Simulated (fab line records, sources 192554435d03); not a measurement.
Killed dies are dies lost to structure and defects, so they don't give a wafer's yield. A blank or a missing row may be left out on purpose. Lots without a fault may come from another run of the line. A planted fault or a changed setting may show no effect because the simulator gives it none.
fab line records | flow n5_finfet
record lots=11 wafers=29 last_day=19
route steps=1938 shown BEOL_M10@1504
lots that met no fault: from a run of the same line without faults
start_h: hours from the record's first day to the start of the lot's first wafer shown | wait_h: hours since the lot's step before | " the same as in the row above | L1.1+2: a row that stands for several wafers | - no value, or no start given | * or withheld: withheld | < > ~ a bound
route shown NAME@n: a module of which the file shows steps, and the number in the route of the first | usual: mean/standard deviation of fault-free wafers | same: alike in all rows | chamber/n: place in a boat | sites: the reading at each site | _std_site: their standard deviation | _edge_site: outer sites' mean less inner sites' | radius_mm: how far each site lies from the wafer's centre | mask NAME#n: copy n | behind: the tool/chamber that last shaped the wafer | hold: why the lot was held/for how many hours/how that ended | device: the transistor (n, p or np) that didn't switch | end of line: the same wafers' tests at the end of the route | a step without rows: its recipe alone | killed: dies lost to structure and defects at the first sort, not the wafer's yield | map: a wafer's dies, x killed, . not, _ none there
set.NAME: the setting as run; set.NAME@STEP: as run at that earlier step | model.NAME: the simulator's own value behind a step, which no gauge read
steps of the route over a sample of lots; a table a step, a row a wafer
services: from which hour (start_h, from the record's first day; less than 0 if before it) a tool's chamber was out of use, for how many hours, and why
## steps
# step N5_BEOL_M10_INSPECT_30
# recipe mode=adi inspect_instrument=brightfield
# usual raw_defect_count=423/100
# columns lot.wafer tool chamber start_h wait_h raw_defect_count
L515.1 defect_inspect-01 - 232.92 0.0 343
L515.2 " - " " 495
L515.3 " - " " 460
L517.1 defect_inspect-02 - 244.75 0.0 542
L517.5 " - " " 969
L517.6 " - " " 578
L520.3 defect_inspect-01 - 257.59 0.0 477
L520.4 " - " " 599
L520.6 " - " " 599
L523.1 defect_inspect-02 - 292.21 0.0 272
L523.2 " - " " 448
L523.6 " - " " 443
L527.1 defect_inspect-01 - 306.83 0.0 418
L527.4 " - " " 421
L527.5 " - " " 619
L528.1 defect_inspect-02 - 331.40 0.0 481
L530.2 defect_inspect-01 - 331.44 0.0 649
L535.1 defect_inspect-02 - 361.94 0.0 561
L535.2 " - " " 464
L535.4 " - " " 380
L533.1 defect_inspect-01 - 362.11 0.0 279
L533.3 " - " " 419
L533.5 " - " " 374
L537.1 defect_inspect-02 - 388.16 0.0 262
L537.2 " - " " 331
L537.3 " - " " 345
L538.2 defect_inspect-01 - 395.27 0.0 426
L538.4 " - " " 461
L538.6 " - " " 293
# step N5_BEOL_M10_DESCUM_33
# recipe chemistry=O2 time_s=7.9 source_power_w=50 bias_power_w=20 pressure_mtorr=20 rf_frequency_hz=2.712e+07 temp_c=40 resist=CAR-ArF o2_flow_sccm=225
# usual drypump_motor_current_A=5.9/0.37 oes_product_au=0.81/0.087 rf_vpp_V=243.6/1.7 showerhead_plenum_p_Torr=2.12/0.1 temp_c=40.01/0.11 throttle_valve_pct=20.33/0.16
# same time_s=7.9
# columns lot.wafer tool chamber start_h wait_h drypump_motor_current_A oes_product_au rf_hours_counter_h rf_vpp_V showerhead_plenum_p_Torr temp_c throttle_valve_pct
L515.1 rie_diel-02 0 232.95 0.0 5.3 0.82 58 244.0 2.21 39.99 20.19
L515.2 " 1 " " 5.5 0.78 102 245.5 2.19 40.01 20.34
L515.3 " 2 " " 6.4 0.97 5 242.3 2.05 40.21 20.18
L517.1 rie_diel-05 1 245.08 0.3 5.4 0.74 160 240.5 1.91 40.15 20.53
L517.5 " 1 " " 5.4 0.74 - 239.5 1.91 40.02 20.54
L517.6 " 2 " " 5.8 0.87 - 244.9 2.23 39.94 20.32
L520.3 rie_diel-04 1 257.62 0.0 6.1 0.70 242 240.5 1.97 40.04 20.28
L520.4 " 0 " " 6.4 0.85 72 244.5 2.22 39.95 20.25
L520.6 " 3 " " 6.0 0.71 - 242.6 2.07 39.90 20.38
L523.1 rie_diel-04 2 292.25 0.0 6.1 0.81 99 243.5 2.01 40.04 20.57
L523.2 " 3 " " 6.0 0.70 240 242.3 2.06 39.94 20.39
L523.6 " 1 " " 6.1 1.03 - 243.7 2.23 40.01 19.94
L527.1 rie_diel-02 1 306.87 0.0 5.5 0.77 131 244.1 2.18 40.00 20.39
L527.4 " 2 " " 6.4 0.90 33 243.2 2.04 39.90 20.26
L527.5 " 0 " " 5.3 0.81 - 243.0 2.20 39.92 20.24
L528.1 rie_diel-02 3 331.70 0.3 5.9 0.70 236 244.5 2.15 40.12 20.30
L530.2 rie_diel-05 3 331.94 0.5 6.3 0.88 30 244.0 2.14 39.85 20.33
L535.1 rie_diel-04 0 362.35 0.4 6.4 0.81 113 243.4 2.21 39.96 20.34
L535.2 " 1 " " 6.1 0.93 26 245.2 2.22 39.87 20.00
L535.4 " 3 " " 6.0 0.93 7 243.4 2.06 39.71 20.10
L533.1 rie_diel-02 3 362.44 0.3 5.9 0.68 246 245.5 2.14 39.99 20.33
L533.3 " 0 " " 5.3 0.78 103 245.5 2.20 39.99 20.25
L533.5 " 0 " " 5.3 0.78 - 246.4 2.20 39.99 20.24
L537.1 rie_diel-05 1 388.19 0.0 5.4 0.70 210 240.0 1.89 39.93 20.60
L537.2 " 3 " " 6.3 0.87 45 243.7 2.13 39.83 20.35
L537.3 " 0 " " 5.5 0.70 234 244.4 2.15 39.98 20.35
L538.2 rie_diel-04 0 395.92 0.7 6.4 0.79 124 245.9 2.20 40.09 20.35
L538.4 " 3 " " 6.0 0.90 19 242.8 2.05 40.01 20.09
L538.6 " 2 " " 6.1 0.77 - 241.8 2.00 39.86 20.63
# step N5_BEOL_M10_ETCH_66
# recipe chemistry=N2/H2 target=SOC target_depth_a=1200 overetch_a=240 mask_material=SiARC temp_c=40 time_s=180 ion_energy_ev=200 pressure_mtorr=30 source_w=840 bias_w=150 n2_flow_sccm=200 h2_flow_sccm=200
# usual drypump_motor_current_A=5.9/0.37 oes_product_au=0.66/0.067 rf_vpp_V=525/3.4 showerhead_plenum_p_Torr=2.58/0.12 temp_c=40.00/0.1 throttle_valve_pct=17.75/0.19
# same time_s=180
# columns lot.wafer tool chamber start_h wait_h drypump_motor_current_A oes_product_au rf_hours_counter_h rf_vpp_V showerhead_plenum_p_Torr temp_c throttle_valve_pct
L515.1 rie_diel-02 0 233.04 0.0 5.3 0.66 58 527 2.69 39.86 17.59
L515.2 " 1 " " 5.5 0.64 102 529 2.67 39.76 17.71
L515.3 " 2 " " 6.4 0.78 5 523 2.50 40.08 17.69
L517.1 rie_diel-05 1 245.17 0.0 5.4 0.59 160 519 2.34 40.01 18.04
L517.5 " 1 " " 5.4 0.59 - 518 2.34 39.90 18.03
L517.6 " 2 " " 5.8 0.71 - 528 2.71 40.00 17.67
L520.3 rie_diel-04 1 257.71 0.0 6.1 0.57 242 520 2.40 40.04 17.74
L520.4 " 0 " " 6.4 0.68 72 528 2.68 40.23 17.59
L520.6 " 3 " " 6.0 0.57 - 521 2.51 39.83 17.83
L523.1 rie_diel-04 2 292.33 0.0 6.1 0.65 99 521 2.46 39.95 18.02
L523.2 " 3 " " 6.0 0.57 240 523 2.50 39.96 17.86
L523.6 " 1 " " 6.1 0.82 - 529 2.71 40.15 17.34
L527.1 rie_diel-02 1 306.95 0.0 5.5 0.62 131 526 2.66 39.97 17.77
L527.4 " 2 " " 6.4 0.73 33 522 2.49 39.98 17.72
L527.5 " 0 " " 5.3 0.64 - 528 2.68 40.03 17.64
L528.1 rie_diel-02 3 331.78 0.0 5.9 0.57 236 525 2.62 40.01 17.82
L530.2 rie_diel-05 3 332.02 0.0 6.3 0.71 30 525 2.60 40.09 17.75
L535.1 rie_diel-04 0 362.43 0.0 6.4 0.64 113 527 2.66 39.89 17.67
L535.2 " 1 " " 6.1 0.75 27 529 2.70 40.00 17.39
L535.4 " 3 " " 6.1 0.76 7 522 2.50 40.05 17.46
L533.1 rie_diel-02 3 362.52 0.0 5.9 0.57 246 525 2.61 40.05 17.85
L533.3 " 0 " " 5.3 0.62 103 527 2.67 39.88 17.68
L533.5 " 0 " " 5.3 0.62 - 528 2.67 40.05 17.67
L537.1 rie_diel-05 1 388.28 0.0 5.4 0.57 210 517 2.32 39.95 18.11
L537.2 " 3 " " 6.3 0.68 46 526 2.59 40.01 17.77
L537.3 " 0 " " 5.5 0.57 234 526 2.61 40.03 17.77
L538.2 rie_diel-04 0 396.01 0.0 6.4 0.64 124 527 2.66 40.09 17.70
L538.4 " 3 " " 6.0 0.73 19 521 2.49 40.08 17.49
L538.6 " 2 " " 6.1 0.63 - 518 2.44 40.02 18.12
# step N5_BEOL_M10_CMP_52
# recipe stop_on=SiCOH_lowk t_overpolish_s=7 down_force_psi=1 platen_rpm=50 clearing_platen_down_force_psi=1.5 clearing_platen_rpm=50 post_cmp_clean=cu_alkaline target_thk_nm=140 clearing_platen_pad_velocity_m_s=0.99484 pad_velocity_m_s=0.99484
# usual barrier_field_endpoint_s=29.1/0.64 clearing_platen_rpm=49.997/0.03 motor_current_A=6.1/0.48 overpolish_run_s=7.000/0.0083 platen_rpm=50.00/0.032 slurry_flow_ml_min=149.9/0.47 time_to_endpoint_s=65.7/2.6
# columns lot.wafer tool chamber start_h wait_h barrier_field_endpoint_s clearing_platen_rpm motor_current_A overpolish_run_s platen_rpm slurry_flow_ml_min time_to_endpoint_s
L515.2 cmp-03 0 235.97 0.2 28.4 49.988 6.5 6.994 49.99 149.6 68.8
L515.1 " 1 " " 28.9 50.013 6.2 7.004 49.99 150.3 64.6
L515.3 " 2 " " 28.8 49.984 6.6 7.012 49.99 149.8 68.0
L517.1 cmp-03 0 248.82 0.3 29.4 49.962 6.9 7.009 49.97 149.5 67.0
L517.6 " 3 " " 28.4 50.006 6.1 6.994 50.01 150.5 61.4
L517.5 " 0 " " 29.6 49.965 6.5 6.997 49.97 149.9 64.9
L520.4 cmp-04 0 260.01 0.1 28.9 49.995 5.7 6.982 50.01 150.8 65.7
L520.3 " 3 " " 29.0 49.968 6.1 6.997 49.96 149.9 66.9
L520.6 " 0 " " 29.7 49.996 5.7 6.998 50.03 149.6 69.0
L523.1 cmp-04 2 295.06 0.3 28.8 50.064 6.6 7.005 50.00 149.8 63.2
L523.2 " 3 " " 28.2 50.056 6.0 7.004 50.02 150.3 61.1
L523.6 " 0 " " 29.9 50.026 5.8 7.001 49.97 150.8 63.9
L527.4 cmp-03 3 309.77 0.1 28.8 50.029 6.1 6.989 50.02 150.1 65.0
L527.1 " 2 " " 28.7 50.011 6.5 7.008 49.92 150.5 64.4
L527.5 " 0 " " 28.8 50.017 6.6 7.002 49.99 150.8 65.3
L528.1 cmp-03 2 335.50 0.5 31.0 49.979 6.3 6.993 48.06 150.0 69.9
L530.2 cmp-03 2 335.88 0.3 29.2 49.995 6.3 7.007 47.96 151.0 64.4
L535.4 cmp-01 0 365.44 0.1 29.4 50.007 5.9 6.997 49.99 148.8 65.3
L535.1 " 1 " " 28.5 49.966 7.1 7.013 50.05 150.8 66.3
L535.2 " 3 " " 29.4 50.007 5.3 6.998 49.93 150.2 65.7
L533.1 cmp-01 0 365.77 0.3 28.5 49.975 5.8 6.990 50.02 150.5 65.6
L533.3 " 2 " " 29.2 49.978 5.7 7.002 49.95 149.8 69.1
L533.5 " 3 " " 28.6 49.960 5.3 6.996 49.99 149.8 64.5
L537.2 cmp-04 3 390.78 0.2 28.5 49.966 6.4 6.986 49.95 150.3 62.5
L537.1 " 0 " " 30.1 49.978 5.7 7.005 50.02 150.2 66.3
L537.3 " 1 " " 29.0 49.994 5.9 6.998 50.00 150.2 66.3
L538.2 cmp-01 1 399.16 0.4 29.8 50.025 6.4 7.001 49.92 150.0 70.3
L538.4 " 0 " " 30.0 49.996 5.7 7.004 50.00 149.3 66.7
L538.6 " 1 " " 30.4 50.011 6.1 6.993 49.99 150.0 69.3
## services
# columns tool chamber start_h hours kind
cmp-03 - 209.79 0.4 repair
rie_diel-05 3 226.36 1.8 repair
rie_diel-05 3 228.48 - clean
rie_diel-05 3 228.48 - consumable_replace:focus_ring
cmp-01 - 237.79 4.0 pm
cmp-04 - 255.24 0.7 repair
rie_diel-05 0 267.67 7.6 repair
rie_diel-04 1 277.22 - clean
rie_diel-04 1 277.22 - consumable_replace:focus_ring
rie_diel-04 1 277.22 - consumable_replace:showerhead
rie_diel-04 1 277.22 13.6 scheduled_down
rie_diel-04 1 277.22 13.6 vent_cycle
cmp-03 - 297.74 5.6 repair
cmp-04 - 306.38 0.4 repair
cmp-04 - 314.71 4.0 pm
rie_diel-02 3 321.37 8.5 repair
rie_diel-04 3 323.22 - clean
rie_diel-04 3 323.22 - consumable_replace:focus_ring
rie_diel-04 3 323.22 13.6 scheduled_down
rie_diel-04 3 323.22 13.6 vent_cycle
rie_diel-05 3 337.33 15.2 repair
cmp-01 - 343.50 0.9 repair
rie_diel-02 1 356.92 13.5 repair
cmp-03 - 363.75 4.2 pm
## key
first_sign step=N5_BEOL_M10_CMP_52 reading=platen_rpm direction=down sigmas=61 usual=50.00 struck=48.01
effect none on later readings
met_at N5_BEOL_M10_CMP_52
struck_lots L528,L530
struck_wafers L528.1,L530.2
rows_end L528.1,L530.2
not_acting_at N5_BEOL_M10_INSPECT_30,N5_BEOL_M10_DESCUM_33,N5_BEOL_M10_ETCH_66
onset_between 309.77 335.50
fault kind=process_parameter_drift tool=cmp-03 chamber=2 onset_h=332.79 steps=N5_BEOL_M10_CMP_52 channel=platen_rpm offset=-2 shape=step acts_in=these_recipes_only stated=50
# rows_end: these wafers met a further fault down the route, and their rows from its step on are left out
